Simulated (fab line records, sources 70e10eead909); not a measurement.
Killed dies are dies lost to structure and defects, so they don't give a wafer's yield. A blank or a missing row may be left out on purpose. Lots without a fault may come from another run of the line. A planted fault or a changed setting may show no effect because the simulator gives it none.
Problem report in the 8D (eight disciplines) form, filled by code | flow nand_harc | the parts of the form that need people (team, actions taken, sign-off) are left out

1. THE PROBLEM
raw_defect_count at NHARC_A_CHANNEL_HOLE_D1_INSPECT_40 reads a mean of 747 on 9 wafers of 3 lots; wafers without a fault read 76 with a standard deviation of 24. That is +28 standard deviations from the usual mean.
First seen on wafer L914.2, day 9 23:49, on defect_inspect-02. The record holds 30 wafers of 10 lots with a number at this step. Rule for "out", or "out of limits": more than 4 standard deviations from the usual mean. The other wafers with a number count as sound.

2. WHAT IT IS AND WHAT IT IS NOT
question                    | is                                   | is not
which readings at this step | raw_defect_count                     | -
which lots                  | L914, L915, L916                     | L923, L926, L927, L928, L929, L931, L933
which wafers of those lots  | all that have a number               | -
read on which gauges        | defect_inspect-01, defect_inspect-02 | -
when                        | from day 9 23:49                     | up to then (0 sound wafers); but 21 sound wafers of L923, L926, L927, L928, L929, L931, L933 came after

3. SUSPECTS, AND WHAT RULES EACH OUT
Counting: a tool at a process step up to the reading stays a suspect if it ran every lot that is out and no sound lot after the first of them.
- the gauge at NHARC_A_CHANNEL_HOLE_D1_INSPECT_40: ruled out. The wafers that are out were read on 2 gauges (defect_inspect-01, defect_inspect-02).
- har_etch-02 at NHARC_A_CHANNEL_HOLE_D1_ETCH_19 (etches the open film in C4F8/O2/Ar, time 34.5 s): ruled out as a lasting fault. Sound lots L923, L927, L928, L929, L933 ran on it after its first lot that is out, L914 (day 9 18:07).
- har_etch-02 at NHARC_A_CHANNEL_HOLE_D1_ETCH_22 (etches the open film in C4F8/O2/Ar, time 666.7 s, target depth 1600 nm): ruled out as a lasting fault. Sound lots L923, L927, L928, L929, L933 ran on it after its first lot that is out, L914 (day 9 19:03).
- har_etch-02 at NHARC_A_CHANNEL_HOLE_D1_ETCH_23 (etches the open film in C4F8/O2/Ar, time 819 s, target depth 1600 nm): ruled out as a lasting fault. Sound lots L923, L927, L928, L929, L933 ran on it after its first lot that is out, L914 (day 9 19:38).
- har_etch-02 at NHARC_A_CHANNEL_HOLE_D1_ETCH_24 (etches the open film in C4F8/O2/Ar, time 906.2 s, target depth 1500 nm): ruled out as a lasting fault. Sound lots L923, L927, L928, L929, L933 ran on it after its first lot that is out, L914 (day 9 20:20).
Left after counting: nothing in the record.

4. THE CAUSE (what the simulator had put in)
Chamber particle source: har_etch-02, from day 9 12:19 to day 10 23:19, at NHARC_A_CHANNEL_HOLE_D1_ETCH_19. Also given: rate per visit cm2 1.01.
Counting ruled it out, wrongly: the rule takes a fault to strike every lot that its tool runs from its start on, and this one did not.

5. THE CHAIN OF EFFECTS, in route order
Each row: a reading whose mean over the struck wafers that have a number lies more than 3 standard deviations from the usual. Only readings for which the record gives a usual standard deviation are gone through. hours: the time from each lot's start at the first step in this table that gives one to its start at this step, as a median over the lots. sigmas: the change in usual standard deviations.
hours | step                               | reading          | usual | on struck wafers | change | sigmas
0     | NHARC_A_CHANNEL_HOLE_D1_INSPECT_40 | raw_defect_count | 76    | 747              | +671   | +28
367   | NHARC_END_SORT_01                  | killed_at_array  | 58    | 112              | +54    | +3.6
367   | NHARC_END_SORT_01                  | killed_dies      | 62    | 116              | +54    | +3.6

6. WHAT WOULD HAVE CAUGHT IT SOONER
In this record the first reading out of limits at a measuring or inspecting step was taken at day 9 23:49, 12 hours after the fault began at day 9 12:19.
Of the tool readings at NHARC_A_CHANNEL_HOLE_D1_ETCH_19 for which the record gives a usual standard deviation, none was out on any struck wafer, so an alarm limit of 4 standard deviations on them would not have fired.
